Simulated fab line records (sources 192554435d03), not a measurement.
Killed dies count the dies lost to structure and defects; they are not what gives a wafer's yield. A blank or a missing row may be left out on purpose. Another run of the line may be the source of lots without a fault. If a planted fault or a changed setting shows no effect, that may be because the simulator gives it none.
Chamber matching -- flow n5-finfet -- pecvd-04 running N5_BEOL_M10_PECVD_70: 3 sister chambers
The step deposits SiO2 from TEOS/O2, target thk 20 nm, time 22.7 s. 14 wafers are shown with their chamber, then 7 later ones without.

## WAFERS WITH THEIR CHAMBER
wafer,chamber,throttle-valve-pct (%),heater-power-w (W),showerhead-plenum-p-Torr (Torr)
L077.2,0,22.1,954,8.73
L077.4,1,23.2,601,8.64
L077.6,0,22.3,925,8.73
L074.1,0,21.8,994,8.75
L074.3,1,23.1,600,8.66
L074.5,1,23.3,602,8.63
L084.1,1,23.3,595,8.62
L084.2,2,24.5,720,8.73
L084.4,0,22.3,969,8.76
L088.4,0,22.0,979,8.73
L088.5,1,23.3,595,8.64
L088.6,2,24.9,700,8.75
L091.2,2,25.0,810,8.76
L091.5,0,22.3,909,8.72

SIGNATURES (means of the wafers above)
reading,chamber 0,chamber 1,chamber 2,scatter within a chamber
throttle-valve-pct,22.133,23.240,24.800,0.187
heater-power-w,955.00,598.60,743.33,33.3
showerhead-plenum-p-Torr,8.7367,8.6380,8.7467,0.015
Rule: distance of a wafer from a chamber = root of the sum over the readings of ((wafer's reading minus chamber's mean) / reading's scatter) squared. If the next closest chamber is less than 2 further off than the closest, the wafer can't be placed; otherwise it belongs to the closest. The scatter is the square root of a quotient: the sum, over the shown wafers, of each reading's squared deviation from its chamber's mean, divided by wafers minus chambers.

## WAFERS MISSING THEIR CHAMBER
wafer,throttle-valve-pct (%),heater-power-w (W),showerhead-plenum-p-Torr (Torr)
L091.6,25.1,781,8.75
L095.1,25.2,698,8.73
L095.2,23.5,609,8.62
L095.3,22.1,1042,8.76
L095.4,23.3,618,8.64
L095.5,22.0,1046,8.75
L095.6,25.3,690,8.75

## EACH ONE'S CHAMBER
wafer,from the rows above,in truth
L091.6,2,2
L095.1,2,2
L095.2,1,1
L095.3,0,0
L095.4,1,1
L095.5,0,0
L095.6,2,2
7 of 7 placed correctly. Left unplaced by these rows: 0. Number placed wrongly: 0.
